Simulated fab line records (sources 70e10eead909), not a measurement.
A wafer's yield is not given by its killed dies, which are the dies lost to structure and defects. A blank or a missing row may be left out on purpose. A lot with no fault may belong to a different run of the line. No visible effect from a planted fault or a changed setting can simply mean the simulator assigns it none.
Chamber matching / flow nand harc / 4 sister chambers for NHARC_A_WL_FILL_CMP_12 on cmp-04
The step polishes, t overpolish 30 s, target thk 75 nm. 16 wafers are shown with their chamber, then 8 later ones without.

## EACH WAFER AND ITS CHAMBER
wafer=L077.1; chamber=3; motor current A (A)=13.5; overpolish run s (s)=29.990; time to endpoint s (s)=15.6
wafer=L077.2; chamber=2; motor current A (A)=11.7; overpolish run s (s)=29.983; time to endpoint s (s)=15.8
wafer=L077.6; chamber=3; motor current A (A)=12.7; overpolish run s (s)=29.985; time to endpoint s (s)=14.2
wafer=L084.3; chamber=1; motor current A (A)=11.4; overpolish run s (s)=30.018; time to endpoint s (s)=16.5
wafer=L084.5; chamber=0; motor current A (A)=11.8; overpolish run s (s)=30.005; time to endpoint s (s)=12.7
wafer=L084.6; chamber=1; motor current A (A)=11.2; overpolish run s (s)=29.990; time to endpoint s (s)=14.3
wafer=L086.1; chamber=2; motor current A (A)=10.8; overpolish run s (s)=29.999; time to endpoint s (s)=16.0
wafer=L086.2; chamber=3; motor current A (A)=12.5; overpolish run s (s)=29.989; time to endpoint s (s)=15.9
wafer=L086.4; chamber=1; motor current A (A)=11.5; overpolish run s (s)=29.987; time to endpoint s (s)=13.9
wafer=L085.1; chamber=2; motor current A (A)=11.7; overpolish run s (s)=29.990; time to endpoint s (s)=18.2
wafer=L085.3; chamber=1; motor current A (A)=11.5; overpolish run s (s)=30.004; time to endpoint s (s)=19.2
wafer=L085.5; chamber=3; motor current A (A)=12.3; overpolish run s (s)=29.991; time to endpoint s (s)=16.8
wafer=L091.1; chamber=2; motor current A (A)=11.4; overpolish run s (s)=30.007; time to endpoint s (s)=14.8
wafer=L091.2; chamber=0; motor current A (A)=11.8; overpolish run s (s)=30.002; time to endpoint s (s)=15.7
wafer=L091.3; chamber=1; motor current A (A)=11.0; overpolish run s (s)=29.992; time to endpoint s (s)=17.1
wafer=L090.1; chamber=2; motor current A (A)=11.5; overpolish run s (s)=30.007; time to endpoint s (s)=14.2

SIGNATURES (means of the wafers above)
reading=motor current A; chamber 0=11.800; chamber 1=11.320; chamber 2=11.420; chamber 3=12.750; scatter within a chamber=0.361
reading=overpolish run s; chamber 0=30.00350; chamber 1=29.99820; chamber 2=29.99720; chamber 3=29.98875; scatter within a chamber=0.00971
reading=time to endpoint s; chamber 0=14.200; chamber 1=16.200; chamber 2=15.800; chamber 3=15.625; scatter within a chamber=1.74
Rule: distance of a wafer from a chamber = root of the sum over the readings of ((wafer's reading minus chamber's mean) / reading's scatter) squared. If the next closest chamber is less than 2 further off than the closest, the wafer can't be placed; otherwise it belongs to the closest. The scatter is the square root of a quotient: the sum, over the shown wafers, of each reading's squared deviation from its chamber's mean, divided by wafers minus chambers.

## WAFERS WITH NO CHAMBER GIVEN
wafer=L090.3; motor current A (A)=13.3; overpolish run s (s)=29.985; time to endpoint s (s)=14.7
wafer=L090.4; motor current A (A)=11.3; overpolish run s (s)=29.985; time to endpoint s (s)=14.2
wafer=L092.1; motor current A (A)=11.9; overpolish run s (s)=29.998; time to endpoint s (s)=18.4
wafer=L092.4; motor current A (A)=11.4; overpolish run s (s)=30.007; time to endpoint s (s)=18.8
wafer=L092.5; motor current A (A)=12.1; overpolish run s (s)=30.001; time to endpoint s (s)=15.8
wafer=L095.1; motor current A (A)=11.6; overpolish run s (s)=30.001; time to endpoint s (s)=19.6
wafer=L095.2; motor current A (A)=11.6; overpolish run s (s)=30.030; time to endpoint s (s)=21.7
wafer=L095.3; motor current A (A)=11.3; overpolish run s (s)=29.995; time to endpoint s (s)=17.4

## WHICH CHAMBER EACH WENT THROUGH
wafer=L090.3; from the rows above=3; in truth=3
wafer=L090.4; from the rows above=can't be placed: 2 or 1 or 0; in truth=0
wafer=L092.1; from the rows above=can't be placed: 2 or 1 or 0 or 3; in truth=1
wafer=L092.4; from the rows above=can't be placed: 1 or 2 or 0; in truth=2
wafer=L092.5; from the rows above=can't be placed: 0 or 2 or 1 or 3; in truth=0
wafer=L095.1; from the rows above=can't be placed: 1 or 2 or 0 or 3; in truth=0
wafer=L095.2; from the rows above=can't be placed: 1 or 2 or 0 or 3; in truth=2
wafer=L095.3; from the rows above=can't be placed: 1 or 2 or 0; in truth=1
Placed correctly: 1 of 8. From these rows, 7 cannot be placed; in 7 the true chamber is one of the candidates. 0 placed wrongly.
